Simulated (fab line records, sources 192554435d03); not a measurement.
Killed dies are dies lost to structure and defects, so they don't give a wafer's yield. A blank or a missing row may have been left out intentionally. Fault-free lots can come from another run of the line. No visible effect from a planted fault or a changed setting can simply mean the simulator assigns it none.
Problem report in the 8D (eight disciplines) form, filled by code / flow n5Finfet / the parts of the form that need people (team, actions taken, sign-off) are left out

1. PROBLEM STATEMENT
thkNm at N5_DUMMY_GATE_THK_MEAS_05 reads a mean of 49.7 nm on 6 wafers of 2 lots; wafers without a fault read 71.6 nm with a standard deviation of 1.6. Relative to the usual mean, that is a shift of -14 standard deviations.
First seen on wafer L537.1, day 6 11:10, on filmMetro-01. The record has a number at this step for 31 wafers belonging to 11 lots. By rule, "out" or "out of limits" means more than 4 standard deviations away from the usual mean. Any other wafer with a number is counted as sound.

2. WHAT IT IS, AND WHAT IT ISN'T
question=which readings at this step | is=thkNm | is not=-
question=which lots | is=L537, L538 | is not=L522, L523, L525, L526, L527, L530, L532, L539, L544
question=which wafers of those lots | is=all that have a number | is not=-
question=read on which gauges | is=filmMetro-01, filmMetro-02 | is not=-
question=when | is=from day 6 11:10 | is not=up to then (19 sound wafers); but 6 sound wafers of L539, L544 came after

3. SUSPECTS, AND WHAT RULES EACH OUT
Counting: a tool at a process step up to the reading stays a suspect if it ran every lot that is out and no sound lot after the first of them.
- ruled out: the gauge at N5_DUMMY_GATE_THK_MEAS_05. The wafers that are out were read on 2 gauges (filmMetro-01, filmMetro-02).
- lpcvd-01 at N5_DUMMY_GATE_CVD_03 (deposits a-Si from SiH4, target thk 150 nm, time 8042 s): kept. It ran every lot that is out, first L537 (day 6 07:11), and no sound lot after that; its last sound lot up to then is L532 (day 5 03:50).
Remaining after the count: lpcvd-01 at N5_DUMMY_GATE_CVD_03.

4. THE CAUSE (what the simulator had put in)
Process parameters drifting: lpcvd-01 at N5_DUMMY_GATE_CVD_03, beginning at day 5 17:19. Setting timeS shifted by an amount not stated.
The count eliminated every tool but this one.

5. THE CHAIN OF EFFECTS, in route order
Each row: a reading whose mean over the struck wafers that have a number lies more than 3 standard deviations from the usual. Scope: only readings with a usual standard deviation given in the record; hours: median across lots of the time from each lot's start at the first step in this table that gives one to its start at this step; sigmas: change in usual standard deviations.
hours=0; step=N5_DUMMY_GATE_THK_MEAS_05; reading=thkNm; usual=71.6 nm; on struck wafers=49.7; change=-21.9; sigmas=-14
hours=5; step=N5_DUMMY_GATE_ETCH_44; reading=oesProductAu; usual=0.722 a.u.; on struck wafers=0.613; change=-0.109; sigmas=-9.9
hours=255; step=N5_PASSIVATION_PROBE_49; reading=killedAtFrontEnd; usual=40; on struck wafers=1127; change=+1087; sigmas=+99
hours=255; step=N5_PASSIVATION_PROBE_49; reading=killedDies; usual=105; on struck wafers=1180; change=+1075; sigmas=+67
hours=255; step=N5_PASSIVATION_PROBE_49; reading=killedOnRim; usual=14; on struck wafers=152; change=+138; sigmas=+33
Process steps it contains:
- N5_DUMMY_GATE_ETCH_44: etches poly-Si in HBr/O2, stops on SiO2, target depth 127.5 nm.
- N5_PASSIVATION_PROBE_49
Readings that are blank on the struck wafers while sound wafers have them: timeToEndpointS at N5_DUMMY_GATE_CMP_04.
Later measuring or inspecting steps at which every struck wafer that the step has a row for has a number for every such reading, and none has moved that far: N5_DUMMY_GATE_INSPECT_17.

6. HOW IT WOULD HAVE BEEN CAUGHT EARLIER
The first out-of-limits reading at a measuring or inspecting step in this record came at day 6 11:10, 18 hours after the fault's start at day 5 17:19.
Of the tool readings at N5_DUMMY_GATE_CVD_03 for which the record gives a usual standard deviation, none was out on any struck wafer, so an alarm limit of 4 standard deviations on them would not have fired.
Lots out: 2; of these, L538 started N5_DUMMY_GATE_CVD_03 on lpcvd-01 after day 6 11:10. It would have been spared by a hold on the tool at that moment.
